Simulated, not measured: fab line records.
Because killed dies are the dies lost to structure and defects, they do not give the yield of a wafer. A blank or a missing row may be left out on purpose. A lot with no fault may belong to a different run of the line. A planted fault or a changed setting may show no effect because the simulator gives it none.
fab line records | flow nand-harc
record: lots: 5 wafers: 15 last-day: 24
route steps=1159 shown P_CONTACT@225 END@1159
lots that met no fault: from a run of the same line without faults
start-h: the number of hours between the record's first day and the start of the first shown wafer of the lot | wait-h: hours since the lot's step before | " as in the row above | L1.1+2: a row that stands for several wafers | - no value present, or no start provided | * or withheld: withheld | < > ~ a bound
route shown NAME@n: NAME is a module with steps in the file, n the number in the route of the first one | usual: the fault-free wafers' mean and standard deviation | same: alike in all rows | chamber/n: place in a boat | sites: the reading at each site | _std_site: their standard deviation | _edge_site: mean of outer sites minus mean of inner sites | radius-mm: for every site, how far away it sits from the centre of the wafer | mask NAME#n: copy n | behind: the most recent tool/chamber to have shaped the wafer | hold: cause of the lot's hold/its duration in hours/its outcome | device: transistor that didn't switch, given as n, p or np | end of line: tests run on the same wafers once the route is complete | step lacking rows: just its recipe | killed: not the wafer's yield, but the dies lost to structure and defects at the first sort | map: shows each die of a wafer: x if killed, . if not, _ if none is there
set.NAME: setting as actually run; set.NAME@STEP: the setting as run at that earlier step | model.NAME: the simulator's own value behind a step, which no gauge read
lots seen at some steps along the route; tables by step, rows by wafer
services: the hour from which a tool's chamber was out of use, counted from the record's first day as start-h (under 0 if before that day), plus the number of hours and why
== steps ==
step: NHARC_P_CONTACT_COAT_34
recipe: temp-c: 225 time-s: 65
step: NHARC_P_CONTACT_COAT_06
recipe: spin-rpm: 1500 resist-thk-nm: 90
step: NHARC_P_CONTACT_SOFTBAKE_07
recipe: temp-c: 105 time-s: 55
step: NHARC_P_CONTACT_EBR_08
step: NHARC_P_CONTACT_EXPOSE_09
recipe: na: 1.35 target-cd-nm: 90 dose-mj: 81.26 mask-id: P_CA
step: NHARC_P_CONTACT_PEB_10
recipe: peb-temp-c: 100 peb-time-s: 65
step: NHARC_P_CONTACT_DEVELOP_11
recipe: develop-time-s: 35 dev-temp-c: 23
step: NHARC_P_CONTACT_CD_MEAS_12
recipe: target-cd-nm: 90 landing-energy-ev: 500
usual: cd-nm: 90.0/0.57
columns lot.wafer tool chamber start-h wait-h cd-nm
L803.1 cd-sem-01 0 126.15 - 90.0
L803.3 " 0 " " 89.0
L803.6 " 0 " " 89.2
L808.1 cd-sem-03 0 162.42 - 90.5
L808.4 " 0 " " 90.0
L808.6 " 0 " " 91.0
L815.1 cd-sem-03 0 192.68 - 90.4
L815.2 " 0 " " 90.2
L815.4 " 0 " " 91.0
L821.4 cd-sem-02 0 237.16 - 89.6
L821.5 " 0 " " 89.0
L821.6 " 0 " " 89.1
L822.2 cd-sem-02 0 238.06 - 91.0
L822.3 " 0 " " 90.8
L822.4 " 0 " " 90.5
step: NHARC_P_CONTACT_OVL_MEAS_13
usual: overlay-x-nm: -0.4/0.83 overlay-y-nm: -0.3/0.97
columns lot.wafer tool chamber start-h wait-h overlay-x-nm overlay-y-nm
L803.1 overlay-02 - 126.24 - 0.1 0.6
L803.3 " - " " 0.6 1.2
L803.6 " - " " 0.0 1.4
L808.1 overlay-01 - 162.51 - 0.9 0.2
L808.4 " - " " 0.5 -0.1
L808.6 " - " " 0.9 -0.3
L815.1 overlay-01 - 192.76 - -0.6 -0.9
L815.2 " - " " -0.5 -0.8
L815.4 " - " " -0.6 -0.9
L821.4 overlay-01 - 237.24 - -1.7 1.7
L821.5 " - " " -1.5 1.2
L821.6 " - " " -1.9 1.5
L822.2 overlay-01 - 238.14 - -0.8 0.0
L822.3 " - " " -0.8 -0.2
L822.4 " - " " -0.6 -0.2
step: NHARC_P_CONTACT_INSPECT_14
usual: raw-defect-count: 3.8/2.4
columns lot.wafer tool chamber start-h wait-h raw-defect-count
L803.1 defect-inspect-02 - 126.28 0.0 7
L803.3 " - " " 3
L803.6 " - " " 3
L808.1 defect-inspect-02 - 162.54 0.0 4
L808.4 " - " " 1
L808.6 " - " " 4
L815.1 defect-inspect-01 - 192.80 0.0 5
L815.2 " - " " 5
L815.4 " - " " 0
L821.4 defect-inspect-01 - 237.28 0.0 1
L821.5 " - " " 4
L821.6 " - " " 2
L822.2 defect-inspect-01 - 238.18 0.0 4
L822.3 " - " " 7
L822.4 " - " " 6
step: NHARC_P_CONTACT_DESCUM_17
recipe: time-s: 3 o2-flow-sccm: 200 ar-flow-sccm: 0 bias-power-w: 0 chemistry: O2
usual: drypump-motor-current-A: 5.9/0.43 oes-product-au: 1.005/0.0086 rf-vpp-V: 57.9/0.89 showerhead-plenum-p-Torr: 1.93/0.073 throttle-valve-pct: 11.312/0.0097
columns lot.wafer tool chamber start-h wait-h drypump-motor-current-A oes-product-au rf-hours-counter-h rf-vpp-V showerhead-plenum-p-Torr throttle-valve-pct
L803.1 rie-diel-12 3 126.34 0.1 5.7 1.010 11 57.8 2.05 11.339
L803.3 " 1 " " 4.8 1.008 11 57.6 1.84 11.323
L803.6 " 2 " " 5.7 1.016 - 58.1 1.94 11.294
L808.1 rie-diel-06 2 162.62 0.1 6.4 1.014 36 56.3 1.96 11.321
L808.4 " 3 " " 5.7 1.003 37 58.6 1.97 11.315
L808.6 " 0 " " 6.3 1.001 - 57.5 1.83 11.323
L815.2 rie-diel-12 2 192.86 0.1 5.8 1.015 19 58.6 1.94 11.317
L815.1 " 3 " " 5.7 1.010 19 57.6 2.05 11.313
L815.4 " 0 " " 6.2 1.009 15 57.3 1.85 11.298
L821.4 rie-diel-08 3 237.35 0.1 5.6 1.002 10 57.6 1.84 11.313
L821.6 " 2 " " 6.0 1.016 - 59.5 2.02 11.314
L821.5 " 3 " " 5.6 1.001 - 58.2 1.84 11.316
L822.3 rie-diel-08 3 238.24 0.1 5.6 1.000 10 57.4 1.84 11.305
L822.2 " 0 " " 5.9 0.998 10 56.6 1.90 11.315
L822.4 " 2 " " 6.0 0.996 10 57.6 2.02 11.307
step: NHARC_P_CONTACT_ETCH_35
recipe: target-depth-a: 390 over-etch-frac: 0.3 time-s: 65 ion-energy-ev: 80 cf4-flow-sccm: 150 ar-flow-sccm: 0 rf-w: 300 bias-w: 100 chemistry: CF4
usual: bias-w: 99.99/0.29 drypump-motor-current-A: 5.9/0.43 oes-product-au: 1.004/0.0091 rf-vpp-V: 151.5/1.2 run-length-s: 86.4/0.43 showerhead-plenum-p-Torr: 1.78/0.064 throttle-valve-pct: 13.284/0.0098
same: over-etch-frac: 0.3
columns lot.wafer tool chamber start-h wait-h bias-w drypump-motor-current-A oes-product-au rf-hours-counter-h rf-vpp-V run-length-s showerhead-plenum-p-Torr throttle-valve-pct
L803.3 rie-diel-12 3 126.44 0.1 99.57 5.7 1.006 11 152.4 86.1 1.89 13.271
L803.1 " 2 " " 100.29 5.7 1.003 11 152.6 86.3 1.79 13.285
L803.6 " 3 " " 99.55 5.7 1.005 - 152.9 86.9 1.88 13.283
L808.4 rie-diel-06 1 162.70 0.1 99.76 6.2 1.003 36 150.5 87.1 1.77 13.284
L808.1 " 2 " " 100.60 6.4 1.010 36 151.7 85.6 1.81 13.279
L808.6 " 1 " " 100.20 6.2 0.990 - 150.9 87.0 1.77 13.270
L815.4 rie-diel-12 0 192.95 0.1 99.59 6.2 0.999 15 151.5 86.1 1.72 13.299
L815.2 " 1 " " 99.57 4.8 0.991 18 150.6 85.7 1.70 13.274
L815.1 " 2 " " 100.24 5.7 0.996 19 150.7 86.9 1.79 13.268
L821.4 rie-diel-08 3 237.43 0.1 99.98 5.7 1.003 10 150.3 86.0 1.71 13.291
L821.6 " 2 " " 100.05 6.0 0.996 - 152.5 85.9 1.86 13.272
L821.5 " 3 " " 99.48 5.7 0.998 - 152.4 86.1 1.71 13.278
L822.4 rie-diel-08 0 238.41 0.1 99.94 5.9 1.002 10 151.0 87.0 1.76 13.294
L822.2 " 1 " " 100.15 6.3 1.004 10 150.7 86.1 1.83 13.286
L822.3 " 2 " " 99.42 6.0 1.017 10 152.9 85.7 1.86 13.277
step: NHARC_P_CONTACT_ETCH_36
recipe: target-depth-a: 2600 over-etch-frac: 0.25 time-s: 406.25 ion-energy-ev: 200 n2-flow-sccm: 150 h2-flow-sccm: 150 ar-flow-sccm: 0 rf-w: 400 bias-w: 150 chemistry: N2/H2
usual: bias-w: 149.9/0.48 drypump-motor-current-A: 5.9/0.42 oes-product-au: 1.004/0.0082 rf-vpp-V: 431.0/2.4 run-length-s: 427.6/0.42 showerhead-plenum-p-Torr: 2.06/0.082 throttle-valve-pct: 14.171/0.0084
same: over-etch-frac: 0.25
columns lot.wafer tool chamber start-h wait-h bias-w drypump-motor-current-A oes-product-au rf-hours-counter-h rf-vpp-V run-length-s showerhead-plenum-p-Torr throttle-valve-pct
L803.3 rie-diel-12 2 126.54 - 149.9 5.7 1.006 11 429.6 428.0 2.07 14.181
L803.1 " 3 " " 150.1 5.7 1.008 11 435.6 427.9 2.19 14.162
L803.6 " 3 " " 150.4 5.7 1.010 - 434.3 428.0 2.19 14.168
L808.1 rie-diel-06 3 162.88 - 149.9 5.7 1.005 37 431.6 428.2 2.10 14.178
L808.4 " 0 " " 150.7 6.3 1.002 32 426.8 428.1 1.95 14.168
L808.6 " 1 " " 149.1 6.2 0.992 - 430.9 427.6 2.04 14.171
L815.1 rie-diel-12 3 193.04 - 149.8 5.7 1.005 19 434.8 427.7 2.19 14.171
L815.2 " 0 " " - 6.3 1.005 15 427.5 303.8 1.97 14.165
L815.4 " 2 " " 150.2 5.7 1.000 19 432.1 427.4 2.06 14.165
L821.4 rie-diel-08 3 237.61 - 150.0 5.6 1.011 10 428.5 427.2 1.96 14.167
L821.5 " 0 " " 150.7 5.9 1.008 - 431.7 428.4 2.03 14.170
L821.6 " 1 " " 150.4 6.3 0.996 - 433.6 427.8 2.12 14.171
L822.2 rie-diel-08 0 238.50 - 149.5 5.9 1.003 10 429.5 428.5 2.03 14.160
L822.3 " 1 " " 149.4 6.4 1.000 10 434.1 427.3 2.12 14.175
L822.4 " 2 " " 150.3 6.0 1.002 10 432.9 427.4 2.16 14.173
step: NHARC_P_CONTACT_ETCH_18
recipe: target-depth-a: 4810 time-s: 240.5 c4f8-flow-sccm: 20 o2-flow-sccm: 10 ar-flow-sccm: withheld rf-w: 600 bias-w: 1500 chemistry: C4F8/O2/Ar
usual: bias-w: 1501/4.7 oes-product-au: 0.967/0.018 rf-vpp-V: 979/4.8 run-length-s: 261.9/0.44
columns lot.wafer tool chamber start-h wait-h bias-w oes-product-au rf-hours-counter-h rf-vpp-V run-length-s
L803.3 rie-diel-12 3 - - 1499 0.971 12 988 261.8
L803.1 " 2 " " 1503 0.975 11 978 261.9
L803.6 " 3 " " 1499 0.973 - 986 261.7
L808.1 rie-diel-06 0 - - 1503 0.971 32 972 261.8
L808.4 " 1 " " 1496 0.953 36 979 262.4
L808.6 " 3 " " 1502 0.989 - 982 262.1
L815.2 rie-diel-12 2 - - 1498 0.966 19 980 262.3
L815.4 " 3 " " 1499 0.967 20 987 261.7
L815.1 " 0 " " 1495 0.980 15 973 261.7
L821.4 rie-diel-08 1 - - 1502 0.982 10 984 261.7
L821.6 " 3 " " 1504 0.962 - 972 262.0
L821.5 " 0 " " 1501 0.979 - 977 262.8
L822.3 rie-diel-08 1 - - 1502 0.953 10 984 261.9
L822.2 " 2 " " 1507 0.953 10 985 261.3
L822.4 " 3 " " 1499 0.949 10 973 261.5
step: NHARC_END_SORT_01
recipe: temp-c: 25
usual: killed-at-array: 26/9 killed-at-other: 0.8/1.2 killed-at-periphery: 3.2/2.3 killed-dies: 30/9.1 killed-open: 3.5/2 killed-short: 1.8/1.4
same: gross-dies: 677
columns lot.wafer tool chamber start-h wait-h killed-at-array killed-at-other killed-at-periphery killed-dies killed-open killed-short
L815.2 prober-02 0 531.64 2.8 7 0 670 677 1 1
killed by level:class
L815.2 P_CONTACT:area-etch=664 P_GATE:chamber-film-flake=4 A_CHANNEL_HOLE_D1:chamber-film-flake=4 A_CONTACT:chamber-film-flake=2 P_CONTACT:geometric-particle:open=1 A_WL_FILL:geometric-particle:short=1 P_M1:chamber-film-flake=1
map L815.2 (x killed, . not)
____________x____________
_________xxxxxxx_________
_______xxxxxxxxxxx_______
______xxxxxxxxxxxxx______
_____xxxxxxxxxxxxxxx_____
____xxxxxxxxxxxxxxxxx____
____xxxxxxxxxxxxxxxxx____
___xxxxxxxxxxxxxxxxxxx___
___xxxxxxxxxxxxxxxxxxx___
__xxxxxxxxxxxxxxxxxxxxx__
__xxxxxxxxxxxxxxxxxxxxx__
_xxxxxxxxxxxxxxxxxxxxxxx_
_xxxxxxxxxxxxxxxxxxxxxxx_
_xxxxxxxxxxxxxxxxxxxxxxx_
_xxxxxxxxxxxxxxxxxxxxxxx_
_xxxxxxxxxxxxxxxxxxxxxxx_
xxxxxxxxxxxxxxxxxxxxxxxxx
xxxxxxxxxxxxxxxxxxxxxxxxx
xxxxxxxxxxxxxxxxxxxxxxxxx
xxxxxxxxxxxxxxxxxxxxxxxxx
xxxxxxxxxxxxxxxxxxxxxxxxx
_xxxxxxxxxxxxxxxxxxxxxxx_
_xxxxxxxxxxxxxxxxxxxxxxx_
_xxxxxxxxxxxxxxxxxxxxxxx_
_xxxxxxxxxxxxxxxxxxxxxxx_
_xxxxxxxxxxxxxxxxxxxxxxx_
__xxxxxxxxxxxxxxxxxxxxx__
__xxxxxxxxxxxxxxxxxxxxx__
___xxxxxxxxxxxxxxxxxxx___
___xxxxxxxxxxxxxxxxxxx___
____xxxxxxxxxxxxxxxxx____
____xxxxxxxxxxxxxxxxx____
_____xxxxxxxxxxxxxxx_____
______xxxxxxxxxxxxx______
_______xxxxxxxxxxx_______
_________xxxxxxx_________
____________x____________
map L803.6 (x killed, . not)
____________.____________
_________......._________
_______..........._______
______.............______
_____..............._____
____.x.x..xx.x.......____
____x..x....x.....x..____
___........xx.........___
___..x..xx.x..........___
__...xx....x.x.........__
__........xxx..........__
_.........xx............_
_..........x..x........._
_......................._
_......................._
_......................x_
.................x.......
..................x......
.........................
.........................
.........................
_...................x..._
_......................._
_......................._
_......................._
_......................._
__.....................__
__.....................__
___...................___
___...................___
____.......x.........____
____.................____
_____..............._____
______.............______
_______..........._______
_________......._________
____________.____________
== services ==
columns tool chamber start-h hours kind
rie-diel-08 0 103.80 - clean
rie-diel-08 1 103.80 - clean
rie-diel-08 2 103.80 - clean
rie-diel-08 3 103.80 - clean
rie-diel-12 0 108.04 - clean
rie-diel-12 1 108.04 - clean
rie-diel-12 2 108.04 - clean
rie-diel-12 3 108.04 - clean
rie-diel-08 - 124.80 9.0 pm
rie-diel-08 0 124.80 9.0 vent-cycle
rie-diel-08 1 124.80 12.7 vent-cycle
rie-diel-08 2 124.80 9.0 vent-cycle
rie-diel-08 3 124.80 9.0 vent-cycle
rie-diel-12 0 125.13 24.1 repair
rie-diel-12 1 132.54 - clean
rie-diel-12 2 132.54 - clean
rie-diel-12 3 132.54 - clean
rie-diel-08 0 133.80 - clean
rie-diel-08 2 133.80 - clean
rie-diel-08 3 133.80 - clean
rie-diel-12 0 157.04 - clean
rie-diel-06 1 183.57 9.1 repair
rie-diel-12 - 202.41 9.0 pm
rie-diel-12 1 218.40 5.1 repair
== key ==
first-sign: step: NHARC_P_CONTACT_ETCH_36 reading: run-length-s direction: down sigmas: 99+ usual: * struck: *
effect: step: NHARC_END_SORT_01 reading: killed-at-periphery direction: up sigmas: 99+ usual: 3.2 struck: 670
more-kills-born-at: NHARC_P_CONTACT_ETCH_36@rie-diel-12: 664
met-at NHARC_P_CONTACT_ETCH_36
struck-wafers L815.2
later-rows-left-out L815.2
tester-left-out L815
fault: kind: process-parameter-drift tool: rie-diel-12 chamber: 0 onset-h: 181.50 steps: NHARC_P_CONTACT_ETCH_36 channel: time-s offset: * shape: step end-h: 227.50 acts-in: * stated: *
tester-left-out: of these lots the tester's yield and bins aren't shown, on N5 and GAA mostly nor the transistor test; their killed dies are dies lost to structure and defects alone, not to doping, threshold or leakage, so they don't give the yield
later-rows-left-out: the simulator's readings of these wafers behind a module that went badly wrong aren't trusted and aren't shown, but for the sort
